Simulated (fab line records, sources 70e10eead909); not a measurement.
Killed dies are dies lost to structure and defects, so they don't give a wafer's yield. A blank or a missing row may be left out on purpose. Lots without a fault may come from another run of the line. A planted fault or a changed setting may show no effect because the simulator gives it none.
Which tool did it? | flow nand_harc | 13 lots, 39 wafers sampled, at 6 steps of a route of 1159

WHAT THE GAUGES READ, wafer by wafer
NHARC_P_ZERO_WELL_CD_MEAS_37: target cd 720 nm.
lot  | measured    | on        | cd_nm (nm)
L759 | day 1 16:11 | cd_sem-03 | 720.1 720.5 720.6
L760 | day 1 22:15 | cd_sem-03 | 720.1 720.0 718.4
L761 | day 2 03:51 | cd_sem-02 | 720.6 719.8 719.0
L762 | day 2 10:16 | cd_sem-03 | 719.6 718.4 719.0
L763 | day 2 16:14 | cd_sem-01 | 720.4 718.5 717.8
L764 | day 2 22:08 | cd_sem-02 | 721.9 722.9 720.5
L766 | day 3 10:10 | cd_sem-01 | - - -
L774 | day 5 10:10 | cd_sem-01 | 720.2 720.8 721.6
L777 | day 6 03:52 | cd_sem-03 | 720.7 719.6 721.1
L778 | day 6 10:05 | cd_sem-03 | 719.9 720.7 720.9
L779 | day 6 16:20 | cd_sem-01 | 719.5 721.9 719.7
L780 | day 6 22:25 | cd_sem-03 | 722.1 719.5 721.8
L781 | day 7 04:07 | cd_sem-02 | 721.0 721.3 721.8

NHARC_P_STI_INSPECT_11.
lot  | measured    | on                | raw_defect_count
L759 | day 2 15:52 | defect_inspect-01 | 6 7 6
L760 | day 2 15:42 | defect_inspect-01 | 2 8 5
L761 | day 3 02:52 | defect_inspect-01 | 2 6 3
L762 | day 3 02:42 | defect_inspect-01 | 4 5 4
L763 | day 3 11:04 | defect_inspect-02 | 7 6 4
L764 | day 3 17:01 | defect_inspect-01 | 8 11 9
L774 | day 6 02:02 | defect_inspect-02 | 9 6 11
L777 | day 6 22:38 | defect_inspect-01 | 7 6 7
L778 | day 7 05:00 | defect_inspect-01 | 2 5 11
L779 | day 7 11:03 | defect_inspect-02 | 6 3 8
L780 | day 7 17:25 | defect_inspect-01 | 5 6 6
L781 | day 7 23:10 | defect_inspect-02 | 6 7 9

NHARC_END_SORT_01.
lot  | measured     | on        | killed_at_array | killed_at_other | killed_at_periphery | killed_dies | killed_open | killed_short
L766 | day 20 21:44 | prober-02 | 16 26 20        | 0 0 2           | 661 651 655         | 677 677 677 | 3 5 3       | 0 1 1

WHICH TOOL RAN EACH LOT (tool, then ch and the chambers of the sampled wafers, then the start)
lot  | NHARC_P_ZERO_WELL_EXPOSE_34      | NHARC_P_GATE_STRIP_75                | NHARC_P_GATE_DESCUM_93
L759 | krf_scanner-03 ch 0, day 1 16:02 | plasma_asher-02 ch 0,1, day 5 03:19  | rie_diel-07 ch 2,3, day 5 05:51
L760 | krf_scanner-01 ch 0, day 1 22:05 | plasma_asher-02 ch 0,1, day 5 04:03  | rie_diel-01 ch 1,2,3, day 5 06:52
L761 | krf_scanner-01 ch 0, day 2 03:42 | plasma_asher-02 ch 0,1, day 5 22:37  | rie_diel-01 ch 0,1, day 6 01:25
L762 | krf_scanner-02 ch 0, day 2 10:07 | plasma_asher-02 ch 0,1, day 5 21:58  | rie_diel-01 ch 2,3, day 6 00:47
L763 | krf_scanner-03 ch 0, day 2 16:04 | plasma_asher-02 ch 0,1, day 6 05:24  | rie_diel-07 ch 1,2,3, day 6 08:07
L764 | krf_scanner-02 ch 0, day 2 21:59 | plasma_asher-02 ch 0,1, day 6 11:31  | rie_diel-07 ch 0,2, day 6 14:20
L766 | krf_scanner-03 ch 0, day 3 10:01 | -                                    | -
L774 | krf_scanner-02 ch 0, day 5 10:01 | plasma_asher-01 ch 0,1, day 8 20:38  | rie_diel-01 ch 0,1, day 8 23:41
L777 | krf_scanner-02 ch 0, day 6 03:43 | plasma_asher-02 ch 0,1, day 9 18:12  | rie_diel-01 ch 0,2,3, day 9 21:04
L778 | krf_scanner-02 ch 0, day 6 09:56 | plasma_asher-02 ch 0,1, day 10 01:55 | rie_diel-01 ch 1,3, day 10 04:44
L779 | krf_scanner-01 ch 0, day 6 16:11 | plasma_asher-02 ch 0,1, day 10 06:41 | rie_diel-01 ch 0,1,3, day 10 09:31
L780 | krf_scanner-03 ch 0, day 6 22:15 | plasma_asher-01 ch 0,1, day 10 14:07 | rie_diel-01 ch 0,1,3, day 10 16:51
L781 | krf_scanner-03 ch 0, day 7 03:58 | plasma_asher-02 ch 0,1, day 10 18:24 | rie_diel-07 ch 0,2,3, day 10 21:22
- NHARC_P_ZERO_WELL_EXPOSE_34: exposes mask P PWELL, target cd 720 nm.
- NHARC_P_GATE_STRIP_75: strips in O2.
- NHARC_P_GATE_DESCUM_93: chemistry O2, time 3 s.

WHAT THE TOOLS THEMSELVES READ (means of the sampled wafers that have a number; where no wafer has one, the mark that the record gives instead)
NHARC_P_GATE_STRIP_75.
lot  | tool            | drypump_motor_current_A (A) | heater_power_w (W)
L759 | plasma_asher-02 | 6.0                         | 320
L760 | plasma_asher-02 | 6.0                         | 317
L761 | plasma_asher-02 | 5.9                         | 303
L762 | plasma_asher-02 | 5.9                         | 308
L763 | plasma_asher-02 | 6.0                         | 315
L764 | plasma_asher-02 | 5.9                         | 306
L774 | plasma_asher-01 | 5.5                         | 290
L777 | plasma_asher-02 | 6.0                         | 330
L778 | plasma_asher-02 | 5.9                         | 301
L779 | plasma_asher-02 | 5.9                         | 302
L780 | plasma_asher-01 | 5.9                         | 282
L781 | plasma_asher-02 | 5.9                         | 301

NHARC_P_GATE_DESCUM_93.
lot  | tool        | drypump_motor_current_A (A) | oes_product_au (a.u.) | rf_vpp_V (V) | showerhead_plenum_p_Torr (Torr) | throttle_valve_pct (%)
L759 | rie_diel-07 | 5.56                        | 1.010                 | 58.1         | 1.97                            | 11.313
L760 | rie_diel-01 | 5.75                        | 1.000                 | 57.7         | 1.94                            | 11.308
L761 | rie_diel-01 | 6.08                        | 0.999                 | 58.6         | 1.98                            | 11.307
L762 | rie_diel-01 | 5.70                        | 1.003                 | 57.9         | 1.94                            | 11.303
L763 | rie_diel-07 | 5.57                        | 0.998                 | 58.1         | 1.96                            | 11.311
L764 | rie_diel-07 | 5.68                        | 0.996                 | 58.2         | 2.00                            | 11.297
L774 | rie_diel-01 | 6.05                        | 1.005                 | 58.1         | 1.98                            | 11.310
L777 | rie_diel-01 | 5.85                        | 1.004                 | 59.3         | 1.91                            | 11.316
L778 | rie_diel-01 | 5.74                        | 1.008                 | 57.4         | 1.85                            | 11.312
L779 | rie_diel-01 | 5.90                        | 1.004                 | 57.8         | 1.91                            | 11.307
L780 | rie_diel-01 | 5.92                        | 1.005                 | 57.9         | 1.91                            | 11.312
L781 | rie_diel-07 | 5.59                        | 1.000                 | 57.7         | 1.97                            | 11.305

THE ANSWER, worked out from the rows above alone
Rule: what is usual is taken from the lots themselves. Put in order of their means at a reading, lots are off if they are a third of the lots or fewer, leave a main group of 4 or more, and stand apart from it by a gap of 3 or more times the standard deviation of the main group's means; of several such gaps the widest counts. A main group whose means are all the same, to the digits that the tables above print for the reading, isn't used. A lot without any number at a reading at which 4 lots or more have one is off too. The other lots that the step has rows for count as sound. The gauges are gone through in route order, then the tools' own readings, and for those a lot's mean is taken as printed above. The first step at which some lot is off is used, and at that step the reading that is off furthest; a lot without a number counts as furthest.
Off: L766, at NHARC_P_ZERO_WELL_CD_MEAS_37 (cd_nm). Without a number there: L766. The main group: mean 720.3 nm, standard deviation 0.86.
A tool fits if, at a process step before that reading, it ran every lot that is off, and no sound lot after the first of them. The gauges at NHARC_P_ZERO_WELL_CD_MEAS_37 are tried like those tools. None of those tried fits.

WHAT THE SIMULATOR HAD PUT IN
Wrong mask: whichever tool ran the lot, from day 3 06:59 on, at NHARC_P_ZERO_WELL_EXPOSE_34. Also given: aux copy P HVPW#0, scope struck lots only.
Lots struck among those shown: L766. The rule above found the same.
